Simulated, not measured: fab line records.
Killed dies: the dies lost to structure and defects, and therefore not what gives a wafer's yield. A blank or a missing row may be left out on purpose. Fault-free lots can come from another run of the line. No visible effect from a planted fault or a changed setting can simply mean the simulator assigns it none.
Which tool was responsible? | flow n5 finfet | 36 wafers from 12 lots sampled at 3 of the route's 1938 steps

== WHAT THE GAUGES SHOWED, per wafer ==
N5_BEOL_M5_THK_MEAS_53: measures by xrf.
lot  | measured     | on            | M5_THK (nm)
L075 | day 9 00:35  | film metro-01 | 58.1 58.7 57.0
L077 | day 9 13:43  | film metro-02 | 59.5 60.0 59.8
L079 | day 10 04:32 | film metro-01 | 58.8 59.2 60.1
L081 | day 10 15:08 | film metro-02 | 61.7 62.6 61.5
L084 | day 10 18:45 | film metro-02 | 61.4 61.5 60.8
L085 | day 11 16:00 | film metro-02 | 63.8 61.8 63.8
L089 | day 12 09:23 | film metro-01 | 62.3 61.6 60.9
L090 | day 12 19:33 | film metro-02 | 59.1 60.0 60.7
L092 | day 13 04:14 | film metro-02 | 60.2 60.4 57.6
L093 | day 13 19:04 | film metro-02 | 59.3 61.8 62.2
L095 | day 14 01:13 | film metro-01 | 58.5 58.8 59.9
L097 | day 14 09:32 | film metro-02 | 61.1 62.1 60.8

== TOOL THAT RAN EACH LOT (tool first, then ch and the chambers of the sampled wafers, then the start) ==
lot  | N5_BEOL_M5_DESCUM_33               | N5_BEOL_M5_ETCH_75
L075 | rie diel-06 ch 0,1,3, day 8 17:44  | rie diel-06 ch 0,1,3, day 8 17:46
L077 | rie diel-06 ch 0,2,3, day 9 06:02  | rie diel-06 ch 0,2,3, day 9 06:04
L079 | rie diel-06 ch 2,3, day 9 20:47    | rie diel-06 ch 2,3, day 9 20:50
L081 | rie diel-06 ch 1,2,3, day 10 08:08 | rie diel-06 ch 1,2,3, day 10 08:10
L084 | rie diel-01 ch 0,1,2, day 10 11:32 | rie diel-01 ch 0,1,2, day 10 11:34
L085 | rie diel-01 ch 0,2,3, day 11 09:13 | rie diel-01 ch 0,2,3, day 11 09:15
L089 | rie diel-01 ch 0,2,3, day 12 02:05 | rie diel-01 ch 0,2,3, day 12 02:07
L090 | rie diel-06 ch 0,3, day 12 12:13   | rie diel-06 ch 0,3, day 12 12:14
L092 | rie diel-06 ch 0,1, day 12 20:58   | rie diel-06 ch 0,1, day 12 21:00
L093 | rie diel-05 ch 1,2,3, day 13 10:53 | rie diel-05 ch 1,2,3, day 13 10:55
L095 | rie diel-05 ch 0,1,3, day 13 17:27 | rie diel-05 ch 0,1,3, day 13 17:29
L097 | rie diel-06 ch 2,3, day 14 01:58   | rie diel-06 ch 2,3, day 14 01:59
- N5_BEOL_M5_DESCUM_33: chemistry O2, time 7 s.
- N5_BEOL_M5_ETCH_75: etches underlayer in N2/H2, target depth 6.5 nm, time 5.2 s.

== THE ANSWER, worked out from the rows above alone ==
Rule: what is usual is taken from the lots themselves. The widest of any qualifying gaps counts: lots, ordered by their means at a reading, are off when they make up no more than a third of the lots, leave a main group of 4 or more, and stand apart from it by 3 or more times the standard deviation of that group's means. The tables above print the reading to a certain number of digits; a main group whose means all agree to those digits is not used. Also off: a lot with no number at a reading for which 4 or more lots have one. Any other lot the step has rows for is counted as sound.
None of the lots is off at any reading shown; this tells nothing.

== WHAT THE SIMULATOR HAD INSERTED ==
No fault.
